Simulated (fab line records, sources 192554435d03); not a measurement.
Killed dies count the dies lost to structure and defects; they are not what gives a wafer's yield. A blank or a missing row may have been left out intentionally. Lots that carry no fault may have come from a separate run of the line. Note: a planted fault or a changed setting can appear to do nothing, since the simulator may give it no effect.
A lot that was struck, set against a sound lot ; flow n5 finfet ; 37 steps out of a route of 1938
Sound: these wafers, L104.2, L104.3, L104.5. Wafers L998.2, L998.3, L998.5 were the ones struck. The cause is named last.
Each step with rows lists, per side, the tool, then ch with its chambers, then its first start. Under that, the readings that differ: sound wafers ; struck wafers ; difference of the means ; sigmas: that difference in standard deviations of wafers without a fault.
alike: same words and numbers on both sides, and readings whose means sit less than 2 such deviations apart. not compared: any withheld reading, any reading some wafer has no value for, any bound like >300 that may hide the same value, and any number with overlapping values for which the record gives no deviation.
Wherever a step has rows on one side only, a row that says differs or no value, or a row with sigmas, the two part there. Non-overlapping numbers with no deviation appear without sigmas and do not part them. A reading missing from all wafers of one side parts the sides only when that side holds two or more wafers.

first, 9 steps without rows for these wafers: N5_BEOL_M4_ANNEAL_95 (time 240 s); N5_BEOL_M4_SPUTTER_96 (material Cu, target thk 4.5 nm, time 8.29 s); N5_BEOL_M4_ECD_50 (material Cu, target thk 300 nm); N5_BEOL_M4_ANNEAL_51 (time 90 s); N5_BEOL_M4_CMP_52 (polishes, stops on SiOC, t overpolish 6.8 s, target thk 40 nm); N5_BEOL_M4_PRE_CLEAN_60 (time 15 s); N5_BEOL_M4_CO_CAP_55 (material Co, precursor CCTBA/H2, target thk 2 nm, time 102.1 s); N5_BEOL_M4_PRE_CLEAN_56 (time 15 s); N5_BEOL_M4_DEP_57 (deposits SiCN from 3MS/NH3, target thk 8 nm, time 14 s).
N5_BEOL_M4_RC_MEAS_101:
  sound on prober-01 ch 0, day 14 08:38; struck on prober-01 ch 0, day 12 23:23
  alike: DIBL_N, DIBL_P, IOFF_N, IOFF_P, ION_N, ION_P, SS_N, SS_P, VT_N, VT_P
then, 24 steps without rows for these wafers: N5_BEOL_M5_ILD_DEP_00 (deposits SiCOH lowk from DEMS/porogen, target thk 140.64 nm, time 25.9 s); N5_BEOL_M5_CURE_79 (cures SiCOH lowk, time 240 s); N5_BEOL_M5_PECVD_70 (deposits SiO2 from TEOS/O2, target thk 16 nm, time 18 s); N5_BEOL_M5_HM_DEP_02 (deposits TiN, target thk 20 nm); N5_BEOL_M5_COAT_59 (time 60 s, resist thk 60 nm); N5_BEOL_M5_COAT_60 (time 60 s, resist thk 12 nm); N5_BEOL_M5_COAT_71 (time 60 s, resist thk 5 nm); N5_BEOL_M5_COAT_05 (resist thk 30 nm); N5_BEOL_M5_EBR_07; N5_BEOL_M5_SOFTBAKE_06 (time 60 s); N5_BEOL_M5_EXPOSE_08 (exposes mask M5, target cd 28 nm); N5_BEOL_M5_PEB_09 (peb time 60 s); N5_BEOL_M5_DEVELOP_10 (develop time 30 s); N5_BEOL_M5_DESCUM_16 (chemistry O2, time 7 s); N5_BEOL_M5_ETCH_72 (etches underlayer in N2/H2, target depth 6.5 nm, time 5.2 s); N5_BEOL_M5_ETCH_61 (etches SiARC in CF4, target depth 15.6 nm, time 26 s); N5_BEOL_M5_ETCH_62 (etches SOC in N2/H2, target depth 75 nm, overetch 15 nm, time 112.5 s); N5_BEOL_M5_STRIP_63 (strips in N2/H2); N5_BEOL_M5_STRIP_73 (strips in N2/H2); N5_BEOL_M5_STRIP_64 (strips in CF4); N5_BEOL_M5_HM_OPEN_17 (chemistry Cl2/BCl3, target TiN, target depth 20 nm, overetch 6 nm); N5_BEOL_M5_STRIP_19 (strips in O2); N5_BEOL_M5_COAT_65 (time 60 s, resist thk 60 nm); N5_BEOL_M5_COAT_66 (time 60 s, resist thk 12 nm).
-- a jump in the record: the struck wafers' starts before and after are 2 days apart (it breaks off in module BEOL_M5 and resumes in module BEOL_M11, where the first step shown is number 1536 of the route) --
N5_BEOL_M11_ILD_DEP_00: deposits SiCOH lowk from DEMS/porogen, target thk 308.51 nm, time 58 s.
  sound on pecvd-03 ch 0,2, day 16 12:52; struck on pecvd-04 ch 1,2, day 15 09:16
  no value came back on the struck wafers for any of 6 readings (chamber pressure Torr (Torr), heater power outer w (W) and others); on the sound wafers chamber pressure Torr (Torr) reads 5.014 4.998 5.000
N5_BEOL_M11_OCD_MEAS_38:
  sound on ocd-02 at day 16 17:31; struck on ocd-01 at day 15 14:53
reading;sound;struck;difference;sigmas
trench depth nm (nm);146.9 145.6 149.5;- - -;no value on the struck wafers;
-- here the record skips 3 days between the struck wafers' starts before and after, leaving off in module BEOL_M11 and picking up in module PASSIVATION (first step shown: number 1936 of the route) --
N5_PASSIVATION_PROBE_49:
  record: rows for the struck wafers here (prober-02, day 18 04:19), none for the sound ones

== WHERE THEY PART ==
Last at N5_PASSIVATION_PROBE_49 as far as this record goes, first at N5_BEOL_M11_ILD_DEP_00.

WHY: whatever the simulator had introduced
Entire step skipped (pecvd-04, N5_BEOL_M11_ILD_DEP_00), from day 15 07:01 onward. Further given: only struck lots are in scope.
